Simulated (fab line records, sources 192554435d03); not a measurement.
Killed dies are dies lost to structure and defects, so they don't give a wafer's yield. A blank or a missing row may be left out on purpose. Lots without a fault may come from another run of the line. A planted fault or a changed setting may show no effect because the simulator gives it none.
fab line records | flow n5_finfet
record lots=24 wafers=72 last_day=18
route steps=1938 shown BEOL_M4@1070 BEOL_M5@1113
lots that met no fault: from a run of the same line without faults
start_h: hours from the record's first day to the start of the lot's first wafer shown | wait_h: hours since the lot's step before | " the same as in the row above | L1.1+2: a row that stands for several wafers | - no value, or no start given | * or withheld: withheld | < > ~ a bound
route shown NAME@n: a module of which the file shows steps, and the number in the route of the first | usual: mean/standard deviation of fault-free wafers | same: alike in all rows | chamber/n: place in a boat | sites: the reading at each site | _std_site: their standard deviation | _edge_site: outer sites' mean less inner sites' | radius_mm: how far each site lies from the wafer's centre | mask NAME#n: copy n | behind: the tool/chamber that last shaped the wafer | hold: why the lot was held/for how many hours/how that ended | device: the transistor (n, p or np) that didn't switch | end of line: the same wafers' tests at the end of the route | a step without rows: its recipe alone | killed: dies lost to structure and defects at the first sort, not the wafer's yield | map: a wafer's dies, x killed, . not, _ none there
set.NAME: the setting as run; set.NAME@STEP: as run at that earlier step | model.NAME: the simulator's own value behind a step, which no gauge read
steps of the route over a sample of lots; a table a step, a row a wafer
services: from which hour (start_h, from the record's first day; less than 0 if before it) a tool's chamber was out of use, for how many hours, and why
## steps
# step N5_BEOL_M4_TRENCH_ETCH_37
# recipe chemistry=C4F6/O2 target_depth_a=555.55 target=SiOC time_s=29.2 ion_energy_ev=250 pressure_mtorr=30 source_w=355 bias_w=185 Ar_flow_sccm=300 C4F6_flow_sccm=10 O2_flow_sccm=10
# usual drypump_motor_current_A=5.9/0.39 oes_product_au=0.79/0.1 rf_vpp_V=666/15 showerhead_plenum_p_Torr=2.82/0.092 throttle_valve_pct=20.83/0.22
# columns lot.wafer tool chamber start_h wait_h drypump_motor_current_A oes_product_au rf_hours_counter_h rf_vpp_V showerhead_plenum_p_Torr throttle_valve_pct
L074.2 rie_diel-03 0 - - 6.3 0.67 234 658 2.79 20.93
L074.3 " 1 " " 6.3 0.77 116 647 2.88 20.94
L074.6 " 1 " " 6.3 0.77 - 648 2.88 20.95
L075.1 rie_diel-05 2 - - 5.5 0.92 14 684 2.80 20.54
L075.3 " 0 " " 5.8 0.71 218 668 2.93 20.73
L075.5 " 0 " " 5.8 0.70 - 667 2.93 20.73
L076.2 rie_diel-02 2 - - 5.8 0.69 246 695 2.80 21.08
L076.3 " 3 " " 5.9 0.85 46 657 2.76 20.82
L076.5 " 0 " " 6.4 0.76 - 672 2.63 20.98
L077.3 rie_diel-02 3 - - 5.9 0.85 48 656 2.76 20.85
L077.5 " 0 " " 6.4 0.76 - 672 2.63 20.97
L077.6 " 3 " " 6.0 0.86 - 656 2.76 20.86
L078.2 rie_diel-03 0 - - 6.3 0.67 242 659 2.79 20.93
L078.4 " 1 " " 6.3 0.77 124 648 2.87 20.95
L078.6 " 3 " " 5.9 0.73 - 646 2.83 20.65
L080.1 rie_diel-02 1 - - 5.3 0.72 189 679 2.97 20.84
L080.3 " 0 " " 6.4 0.75 152 671 2.63 20.98
L080.5 " 0 " " 6.4 0.76 - 670 2.63 21.00
L081.1 rie_diel-03 0 - - 6.3 0.66 248 659 2.79 20.95
L081.3 " 1 " " 6.3 0.76 130 648 2.87 20.97
L081.6 " 0 " " 6.3 0.66 - 658 2.79 20.93
L079.2 rie_diel-05 0 - - 5.8 0.70 232 668 2.92 20.75
L079.3 " 1 " " 5.2 0.70 226 667 2.93 21.15
L079.6 " 2 " " 5.5 0.91 - 686 2.79 20.56
L083.3 rie_diel-03 1 - - 6.4 0.75 132 646 2.87 20.96
L083.4 " 1 " " 6.3 0.76 - 646 2.87 20.96
L083.5 " 3 " " 5.9 0.71 - 647 2.83 20.67
L082.2 rie_diel-03 1 - - 6.3 0.75 135 647 2.87 20.97
L082.3 " 2 " " 5.5 1.01 1 649 2.80 20.50
L082.5 " 3 " " 5.9 0.71 - 648 2.83 20.65
L084.1 rie_diel-02 2 - - 5.8 0.93 9 694 2.79 20.71
L084.2 " 0 " " 6.3 0.73 166 671 2.62 21.02
L084.4 " 3 " " 5.9 0.83 67 658 2.75 20.86
L085.2 rie_diel-03 3 - - 5.9 0.71 217 647 2.83 20.67
L085.3 " 1 " " 6.3 0.75 139 646 2.87 20.98
L085.5 " 3 " " 5.9 0.71 - 646 2.83 20.67
L086.1 rie_diel-05 2 - - 5.5 0.88 37 684 2.79 20.56
L086.4 " 1 " " 5.1 0.68 237 667 2.93 21.16
L086.6 " 3 " " 6.5 0.69 - 672 2.94 21.19
L087.1 rie_diel-03 1 - - 6.4 0.75 146 646 2.86 20.99
L087.4 " 0 " " 6.3 1.02 1 660 2.79 20.57
L087.5 " 3 " " 5.9 0.71 - 646 2.82 20.69
L088.2 rie_diel-02 1 - - 5.4 0.70 212 677 2.96 20.89
L088.5 " 3 " " 6.0 0.82 - 656 2.75 20.89
L088.6 " 0 " " 6.4 0.74 - 670 2.62 21.03
L089.4 rie_diel-03 1 - - 6.3 0.75 148 647 2.86 20.99
L089.5 " 0 " " 6.2 1.00 - 659 2.78 20.59
L089.6 " 3 " " 5.9 0.70 - 647 2.82 20.68
L090.1 rie_diel-02 0 - - 6.3 0.73 177 670 2.62 21.03
L090.2 " 3 " " 6.0 0.81 78 656 2.75 20.89
L090.6 " 3 " " 6.0 0.80 - 656 2.75 20.90
L091.1 rie_diel-02 1 - - 5.4 0.70 215 677 2.96 20.88
L091.3 " 2 " " 5.8 0.90 22 695 2.78 20.72
L091.5 " 3 " " 5.9 0.81 - 657 2.75 20.89
L092.1 rie_diel-05 3 - - 6.5 0.68 240 672 2.93 21.25
L092.2 " 2 " " 5.5 0.85 54 685 2.78 20.59
L092.6 " 3 " " 6.5 0.69 - 673 2.93 21.25
L093.1 rie_diel-05 3 - - 6.5 0.69 243 672 2.93 21.24
L093.4 " 2 " " 5.5 0.86 - 683 2.78 20.61
L093.5 " 3 " " 6.5 0.69 - 672 2.93 21.23
L094.1 rie_diel-05 2 - - 5.5 0.83 58 683 2.78 20.59
L094.5 " 2 " " 5.5 0.83 - 683 2.78 20.61
L094.6 " 0 " " 5.8 1.00 - 667 2.91 20.36
L095.1 rie_diel-02 1 - - 5.4 0.69 227 679 2.95 20.91
L095.2 " 0 " " 6.4 0.72 187 670 2.61 21.03
L095.4 " 2 " " 5.8 0.87 34 696 2.78 20.74
L096.2 rie_diel-02 3 - - 5.9 0.80 93 656 2.74 20.91
L096.3 " 0 " " 6.4 0.73 190 670 2.61 21.05
L096.5 " 2 " " 5.8 0.88 - 694 2.78 20.76
L097.1 rie_diel-05 1 - - 5.1 0.97 9 667 2.91 20.88
L097.3 " 2 " " 5.5 0.84 70 684 2.77 20.63
L097.5 " 2 " " 5.5 0.84 - 684 2.77 20.63
# step N5_BEOL_M4_ANNEAL_89
# recipe temp_c=400 time_s=240 ambient=vacuum
# usual heater_power_w=843/99
# columns lot.wafer tool chamber start_h wait_h heater_power_w
L074.2 pvd_sputter-01 - 169.81 0.0 878
L074.3 " - " " 949
L074.6 " - " " 943
L075.1 pvd_sputter-03 - 170.46 0.0 863
L075.3 " - " " 927
L075.5 " - " " 886
L076.2 pvd_sputter-02 - 178.92 0.0 802
L076.3 " - " " 762
L076.5 " - " " 661
L077.3 pvd_sputter-03 - 186.70 0.0 881
L077.5 " - " " 854
L077.6 " - " " 900
L078.2 pvd_sputter-02 - 191.92 0.0 640
L078.4 " - " " 907
L078.6 " - " " 912
L080.1 pvd_sputter-03 - 200.86 0.0 918
L080.3 " - " " 864
L080.5 " - " " 915
L081.1 pvd_sputter-03 - 209.92 0.0 909
L081.3 " - " " 870
L081.6 " - " " 891
L079.2 pvd_sputter-01 - 210.08 0.0 659
L079.3 " - " " 886
L079.6 " - " " 928
L083.3 pvd_sputter-01 - 214.70 0.0 967
L083.4 " - " " 901
L083.5 " - " " 947
L082.2 pvd_sputter-01 - 226.81 0.0 973
L082.3 " - " " 944
L082.5 " - " " 687
L084.1 pvd_sputter-02 - 233.11 0.0 906
L084.2 " - " " 825
L084.4 " - " " 766
L085.2 pvd_sputter-02 - 235.80 0.0 776
L085.3 " - " " 662
L085.5 " - " " 658
L086.1 pvd_sputter-01 - 239.18 0.0 952
L086.4 " - " " 698
L086.6 " - " " 962
L087.1 pvd_sputter-01 - 250.11 0.0 930
L087.4 " - " " 879
L087.5 " - " " 1005
L088.2 pvd_sputter-01 - 255.31 0.0 709
L088.5 " - " " 953
L088.6 " - " " 665
L089.4 pvd_sputter-01 - 257.25 0.0 990
L089.5 " - " " 892
L089.6 " - " " 942
L090.1 pvd_sputter-03 - 264.63 0.0 865
L090.2 " - " " 896
L090.6 " - " " 877
L091.1 pvd_sputter-03 - 267.96 0.0 883
L091.3 " - " " 815
L091.5 " - " " 857
L092.1 pvd_sputter-02 - 282.76 0.0 662
L092.2 " - " " 794
L092.6 " - " " 650
L093.1 pvd_sputter-01 - 288.77 0.0 957
L093.4 " - " " 959
L093.5 " - " " 681
L094.1 pvd_sputter-01 - 290.61 0.0 693
L094.5 " - " " 962
L094.6 " - " " 876
L095.1 pvd_sputter-03 - 301.36 0.0 874
L095.2 " - " " 859
L095.4 " - " " 882
L096.2 pvd_sputter-02 - 306.48 0.0 660
L096.3 " - " " 902
L096.5 " - " " 807
L097.1 pvd_sputter-02 - 319.18 0.0 893
L097.3 " - " " 655
L097.5 " - " " 644
# step N5_BEOL_M4_ANNEAL_95
# recipe temp_c=400 time_s=240 ambient=vacuum
# usual heater_power_w=848/100
# columns lot.wafer tool chamber start_h wait_h heater_power_w
L074.2 pvd_sputter-01 - 170.47 0.0 865
L074.3 " - " " 979
L074.6 " - " " 977
L075.1 pvd_sputter-03 - 171.12 0.0 857
L075.3 " - " " 921
L075.5 " - " " 900
L076.2 pvd_sputter-02 - 179.58 0.0 814
L076.3 " - " " 770
L076.5 " - " " 664
L077.3 pvd_sputter-03 - 187.36 0.0 879
L077.5 " - " " 853
L077.6 " - " " 898
L078.2 pvd_sputter-02 - 192.58 0.0 665
L078.4 " - " " 896
L078.6 " - " " 926
L080.1 pvd_sputter-03 - 201.52 0.0 937
L080.3 " - " " 870
L080.5 " - " " 923
L081.1 pvd_sputter-03 - 210.58 0.0 932
L081.3 " - " " 892
L081.6 " - " " 913
L079.2 pvd_sputter-01 - 210.74 0.0 683
L079.3 " - " " 900
L079.6 " - " " 954
L083.3 pvd_sputter-01 - 215.36 0.0 962
L083.4 " - " " 901
L083.5 " - " " 946
L082.2 pvd_sputter-01 - 227.47 0.0 973
L082.3 " - " " 938
L082.5 " - " " 690
L084.1 pvd_sputter-02 - 233.77 0.0 905
L084.2 " - " " 789
L084.4 " - " " 754
L085.2 pvd_sputter-02 - 236.46 0.0 785
L085.3 " - " " 663
L085.5 " - " " 661
L086.1 pvd_sputter-01 - 239.84 0.0 1005
L086.4 " - " " 684
L086.6 " - " " 968
L087.1 pvd_sputter-01 - 250.77 0.0 950
L087.4 " - " " 894
L087.5 " - " " 989
L088.2 pvd_sputter-01 - 255.97 0.0 711
L088.5 " - " " 977
L088.6 " - " " 684
L089.4 pvd_sputter-01 - 257.91 0.0 972
L089.5 " - " " 894
L089.6 " - " " 958
L090.1 pvd_sputter-03 - 265.29 0.0 851
L090.2 " - " " 889
L090.6 " - " " 893
L091.1 pvd_sputter-03 - 268.62 0.0 870
L091.3 " - " " 845
L091.5 " - " " 863
L092.1 pvd_sputter-02 - 283.42 0.0 642
L092.2 " - " " 813
L092.6 " - " " 647
L093.1 pvd_sputter-01 - 289.43 0.0 942
L093.4 " - " " 982
L093.5 " - " " 700
L094.1 pvd_sputter-01 - 291.27 0.0 710
L094.5 " - " " 981
L094.6 " - " " 869
L095.1 pvd_sputter-03 - 302.02 0.0 846
L095.2 " - " " 844
L095.4 " - " " 906
L096.2 pvd_sputter-02 - 307.14 0.0 648
L096.3 " - " " 880
L096.5 " - " " 791
L097.1 pvd_sputter-02 - 319.84 0.0 912
L097.3 " - " " 651
L097.5 " - " " 658
# step N5_BEOL_M5_CURE_79
# recipe temp_c=385 time_s=240 ambient=He/Ar material=SiCOH_lowk
# usual lamp_power_pct=52.32/0.061 wafer_temp_C_max=387.4/0.81
# columns lot.wafer tool chamber start_h wait_h lamp_power_pct wafer_temp_C_max
L074.2 uv_cure-02 2 173.33 0.1 52.29 387.8
L074.3 " 2 " " 52.34 388.9
L074.6 " 2 " " 52.40 388.4
L075.1 uv_cure-03 0 173.39 0.0 52.24 388.1
L075.3 " 0 " " 52.37 387.0
L075.5 " 0 " " 52.36 387.8
L076.2 uv_cure-02 2 183.30 0.1 52.30 389.0
L076.3 " 2 " " 52.38 388.2
L076.5 " 2 " " 52.41 387.6
L077.3 uv_cure-03 2 189.94 0.3 52.34 389.0
L077.5 " 2 " " 52.28 387.2
L077.6 " 2 " " 52.33 387.9
L078.2 uv_cure-01 0 196.12 0.1 52.32 387.8
L078.4 " 0 " " 52.40 387.0
L078.6 " 0 " " 52.26 387.0
L080.1 uv_cure-03 0 204.19 0.0 52.29 387.4
L080.3 " 0 " " 52.37 387.3
L080.5 " 0 " " 52.25 388.7
L081.1 uv_cure-01 2 215.22 0.1 52.35 387.1
L081.3 " 2 " " 52.37 386.4
L081.6 " 2 " " 52.33 386.6
L079.2 uv_cure-03 2 215.85 0.1 52.44 387.2
L079.3 " 2 " " 52.34 387.2
L079.6 " 2 " " 52.24 388.3
L083.3 uv_cure-01 1 219.88 0.2 52.36 386.2
L083.4 " 1 " " 52.33 386.4
L083.5 " 1 " " 52.34 386.5
L082.2 uv_cure-02 1 232.57 0.1 52.30 386.2
L082.3 " 1 " " 52.36 386.3
L082.5 " 1 " " 52.33 386.0
L084.1 uv_cure-02 2 239.34 0.0 52.35 388.0
L084.2 " 2 " " 52.33 387.3
L084.4 " 2 " " 52.30 388.5
L085.2 uv_cure-03 0 243.19 0.1 52.29 387.7
L085.3 " 0 " " 52.32 387.6
L085.5 " 0 " " 52.31 387.9
L086.1 uv_cure-03 2 244.85 0.0 52.26 388.0
L086.4 " 2 " " 52.35 387.7
L086.6 " 2 " " 52.17 388.2
L087.1 uv_cure-02 1 253.05 0.0 52.39 386.4
L087.4 " 1 " " 52.34 386.1
L087.5 " 1 " " 52.37 386.6
L088.2 uv_cure-01 2 258.31 0.1 52.32 387.4
L088.5 " 2 " " 52.36 387.7
L088.6 " 2 " " 52.28 387.3
L089.4 uv_cure-02 2 261.13 0.3 52.30 387.6
L089.5 " 2 " " 52.32 387.4
L089.6 " 2 " " 52.34 388.6
L090.1 uv_cure-01 2 267.58 0.0 52.32 387.3
L090.2 " 2 " " 52.10 386.9
L090.6 " 2 " " 52.38 387.6
L091.1 uv_cure-02 0 270.89 0.0 52.34 387.4
L091.3 " 0 " " 52.38 387.2
L091.5 " 0 " " 52.33 387.1
L092.1 uv_cure-02 0 285.70 0.0 52.20 387.0
L092.2 " 0 " " 52.33 386.6
L092.6 " 0 " " 52.31 386.9
L093.1 uv_cure-03 2 291.70 0.0 52.44 387.3
L093.4 " 2 " " 52.39 386.8
L093.5 " 2 " " 52.43 387.0
L094.1 uv_cure-01 1 293.54 0.0 52.33 386.0
L094.5 " 1 " " 52.32 386.0
L094.6 " 1 " " 52.27 386.0
L095.1 uv_cure-02 1 304.29 0.0 52.35 386.1
L095.2 " 1 " " 52.23 386.7
L095.4 " 1 " " 52.26 385.9
L096.2 uv_cure-03 0 309.76 0.1 52.26 387.6
L096.3 " 0 " " 52.32 387.6
L096.5 " 0 " " 52.44 387.3
L097.1 uv_cure-01 2 322.15 0.1 52.37 387.7
L097.3 " 2 " " 52.41 387.4
L097.5 " 2 " " 52.37 387.6
# step N5_BEOL_M5_HM_OPEN_17
# recipe chemistry=Cl2/BCl3 target_depth_a=200 overetch_a=60 target=TiN mask_material=SOC ion_energy_ev=150 pressure_mtorr=10 icp_w=1000 bias_w=126 Cl2_flow_sccm=53.25 bcl3_flow_sccm=21.75 Ar_flow_sccm=25
# usual drypump_motor_current_A=5.7/0.4 oes_product_au=0.62/0.084 throttle_valve_pct=22.28/0.25
# columns lot.wafer tool chamber start_h wait_h drypump_motor_current_A oes_product_au rf_hours_counter_h throttle_valve_pct
L074.2 rie_metal-02 0 175.16 0.0 5.7 0.53 125 22.28
L074.3 " 0 " " 5.7 0.53 - 22.30
L074.6 " 1 " " 5.1 0.62 - 22.53
L075.1 rie_metal-01 1 176.78 0.0 5.9 0.60 73 21.99
L075.3 " 0 " " 6.1 0.54 - 22.50
L075.5 " 1 " " 6.0 0.60 - 21.99
L076.2 rie_metal-01 0 186.00 0.0 6.1 0.53 109 22.50
L076.3 " 0 " " 6.1 0.54 - 22.50
L076.5 " 1 " " 6.0 0.60 - 21.98
L077.3 rie_metal-01 1 191.69 0.1 5.9 0.60 - 21.98
L077.5 " 0 " " 6.1 0.54 - 22.50
L077.6 " 1 " " 5.9 0.60 - 21.99
L078.2 rie_metal-02 0 199.96 0.0 5.7 0.53 126 22.29
L078.4 " 1 " " 5.1 0.60 - 22.55
L078.6 " 0 " " 5.7 0.53 - 22.28
L080.1 rie_metal-02 0 206.17 0.0 5.7 0.52 127 22.27
L080.3 " 0 " " 5.7 0.53 - 22.27
L080.5 " 1 " " 5.1 0.60 - 22.52
L081.1 rie_metal-01 0 216.89 0.0 6.1 0.54 111 22.51
L081.3 " 1 " " 6.0 0.60 - 21.97
L081.6 " 0 " " 6.1 0.54 - 22.50
L079.2 rie_metal-02 1 217.16 0.0 5.1 0.60 79 22.54
L079.3 " 0 " " 5.7 0.52 - 22.28
L079.6 " 0 " " 5.7 0.53 - 22.31
L083.3 rie_metal-01 0 221.96 0.1 6.1 0.54 - 22.50
L083.4 " 1 " " 6.0 0.60 - 21.98
L083.5 " 0 " " 6.1 0.54 - 22.50
L082.2 rie_metal-01 1 235.06 0.0 6.0 0.59 79 21.99
L082.3 " 1 " " 5.9 0.59 - 22.00
L082.5 " 1 " " 6.0 0.59 - 22.01
L084.1 rie_metal-01 1 241.22 0.0 6.0 0.59 79 22.01
L084.2 " 0 " " 6.1 0.53 113 22.50
L084.4 " 1 " " 6.0 0.59 - 22.00
L085.2 rie_metal-02 0 244.94 0.0 5.7 0.81 1 21.96
L085.3 " 0 " " 5.7 0.81 - 21.97
L085.5 " 0 " " 5.7 0.81 - 21.98
L086.1 rie_metal-02 0 248.09 0.0 5.7 0.81 1 21.96
L086.4 " 0 " " 5.7 0.81 - 21.98
L086.6 " 0 " " 5.7 0.81 - 21.97
L087.1 rie_metal-01 0 255.10 0.2 6.1 0.53 115 22.50
L087.4 " 0 " " 6.1 0.53 - 22.51
L087.5 " 0 " " 6.1 0.53 - 22.51
L088.2 rie_metal-02 1 260.03 0.0 5.1 0.59 87 22.56
L088.5 " 0 " " 5.7 0.77 - 21.99
L088.6 " 1 " " 5.1 0.60 - 22.56
L089.4 rie_metal-02 0 263.79 0.3 5.7 0.78 - 21.97
L089.5 " 1 " " 5.1 0.59 - 22.56
L089.6 " 0 " " 5.7 0.78 - 21.98
L090.1 rie_metal-02 0 270.45 0.0 5.7 0.78 4 22.01
L090.2 " 1 " " 5.1 0.59 88 22.57
L090.6 " 1 " " 5.1 0.59 - 22.56
L091.1 rie_metal-03 0 275.43 0.0 5.9 0.70 36 22.33
L091.3 " 0 " " 5.9 0.69 - 22.35
L091.5 " 1 " " 6.4 0.58 - 22.36
L092.1 rie_metal-01 1 287.62 0.0 5.9 0.59 84 22.01
L092.2 " 1 " " 6.0 0.58 - 22.01
L092.6 " 1 " " 6.0 0.58 - 22.00
L093.1 rie_metal-03 0 295.01 0.0 5.9 0.68 38 22.37
L093.4 " 1 " " 6.4 0.58 - 22.33
L093.5 " 1 " " 6.4 0.59 - 22.33
L094.1 rie_metal-02 0 295.44 0.0 5.7 0.76 7 21.98
L094.5 " 1 " " 5.1 0.59 - 22.57
L094.6 " 0 " " 5.7 0.76 - 21.99
L095.1 rie_metal-02 1 307.50 0.0 5.1 0.59 92 22.57
L095.2 " 0 " " 5.7 0.76 8 22.00
L095.4 " 1 " " 5.1 0.59 - 22.56
L096.2 rie_metal-02 0 311.21 0.1 5.7 0.75 9 22.02
L096.3 " 0 " " 5.7 0.76 - 21.99
L096.5 " 0 " " 5.7 0.75 - 21.98
L097.1 rie_metal-02 1 324.15 0.0 5.1 0.58 93 22.58
L097.3 " 0 " " 5.7 0.75 - 21.98
L097.5 " 1 " " 5.1 0.58 - 22.58
# step N5_BEOL_M5_OVL_MEAS_29
# recipe points_per_wafer=522
# usual V4_OVL=0.0/0.89
# columns lot.wafer tool chamber start_h wait_h V4_OVL[nm]
L074.2 overlay-02 0 175.74 0.0 -0.9
L074.3 " 0 " " -0.6
L074.6 " 0 " " -0.6
L075.1 overlay-02 0 177.40 0.0 -0.2
L075.3 " 0 " " 0.3
L075.5 " 0 " " -0.3
L076.2 overlay-02 0 186.66 0.0 -1.5
L076.3 " 0 " " -0.6
L076.5 " 0 " " 0.2
L077.3 overlay-01 0 194.94 0.0 1.2
L077.5 " 0 " " 1.0
L077.6 " 0 " " 0.0
L078.2 overlay-02 0 200.69 0.0 2.0
L078.4 " 0 " " 0.8
L078.6 " 0 " " 0.6
L080.1 overlay-01 0 207.08 0.0 0.7
L080.3 " 0 " " 0.4
L080.5 " 0 " " 0.9
L081.1 overlay-01 0 217.77 0.0 -0.7
L081.3 " 0 " " -0.6
L081.6 " 0 " " -0.4
L079.2 overlay-01 0 217.83 0.0 0.0
L079.3 " 0 " " -0.8
L079.6 " 0 " " 0.2
L083.3 overlay-01 0 223.56 0.0 -0.8
L083.4 " 0 " " 0.2
L083.5 " 0 " " -0.8
L082.2 overlay-01 0 235.72 0.0 0.2
L082.3 " 0 " " -1.5
L082.5 " 0 " " -0.9
L084.1 overlay-02 0 241.92 0.0 0.7
L084.2 " 0 " " 0.2
L084.4 " 0 " " 0.0
L085.2 overlay-01 0 247.36 0.0 0.7
L085.3 " 0 " " -0.1
L085.5 " 0 " " 0.0
L086.1 overlay-01 0 252.43 0.0 0.2
L086.4 " 0 " " -0.4
L086.6 " 0 " " -1.2
L087.1 overlay-02 0 258.58 0.0 -0.3
L087.4 " 0 " " 1.6
L087.5 " 0 " " 0.4
L088.2 overlay-01 0 261.95 0.0 0.9
L088.5 " 0 " " 1.3
L088.6 " 0 " " 1.5
L089.4 overlay-01 0 265.44 0.0 -0.5
L089.5 " 0 " " -0.9
L089.6 " 0 " " 0.0
L090.1 overlay-02 0 273.33 0.0 1.3
L090.2 " 0 " " 1.5
L090.6 " 0 " " 0.6
L091.1 overlay-01 0 277.32 0.0 -0.9
L091.3 " 0 " " -1.4
L091.5 " 0 " " -1.5
L092.1 overlay-01 0 289.34 0.0 1.6
L092.2 " 0 " " 0.2
L092.6 " 0 " " 0.3
L094.1 overlay-02 0 296.36 0.0 -1.5
L094.5 " 0 " " -0.8
L094.6 " 0 " " 0.9
L093.1 overlay-01 0 296.53 0.0 1.1
L093.4 " 0 " " 0.2
L093.5 " 0 " " -0.6
L095.1 overlay-02 0 309.10 0.0 -2.8
L095.2 " 0 " " -0.2
L095.4 " 0 " " -0.4
L096.2 overlay-02 0 312.90 0.0 -0.4
L096.3 " 0 " " -1.0
L096.5 " 0 " " 0.5
L097.1 overlay-01 0 325.23 0.0 -0.6
L097.3 " 0 " " -0.4
L097.5 " 0 " " -0.6
## services
# columns tool chamber start_h hours kind
rie_metal-03 1 153.81 8.6 repair
rie_metal-03 - 174.36 2.8 pm
uv_cure-01 - 175.20 0.4 repair
rie_metal-02 - 176.93 2.8 pm
rie_metal-02 0 181.74 5.7 repair
rie_metal-02 1 183.45 6.3 repair
rie_metal-03 - 195.21 10.0 pm
rie_metal-03 - 209.18 0.2 repair
uv_cure-02 - 213.58 11.4 repair
rie_diel-03 1 217.32 3.5 repair
uv_cure-03 - 219.99 14.6 pm
uv_cure-01 - 238.22 2.1 pm
rie_metal-01 - 242.66 2.8 pm
rie_diel-05 3 253.97 1.8 repair
pvd_sputter-03 - 254.06 7.5 repair
rie_diel-02 1 259.41 3.0 repair
uv_cure-01 - 262.91 1.0 pm
rie_diel-02 0 272.35 6.4 repair
rie_diel-03 3 272.91 8.3 repair
uv_cure-02 - 282.70 0.8 repair
uv_cure-02 - 290.68 1.0 pm
rie_diel-03 2 308.08 2.5 repair
rie_diel-03 3 308.34 5.9 repair
rie_diel-03 1 314.59 8.3 repair
## key
fault none
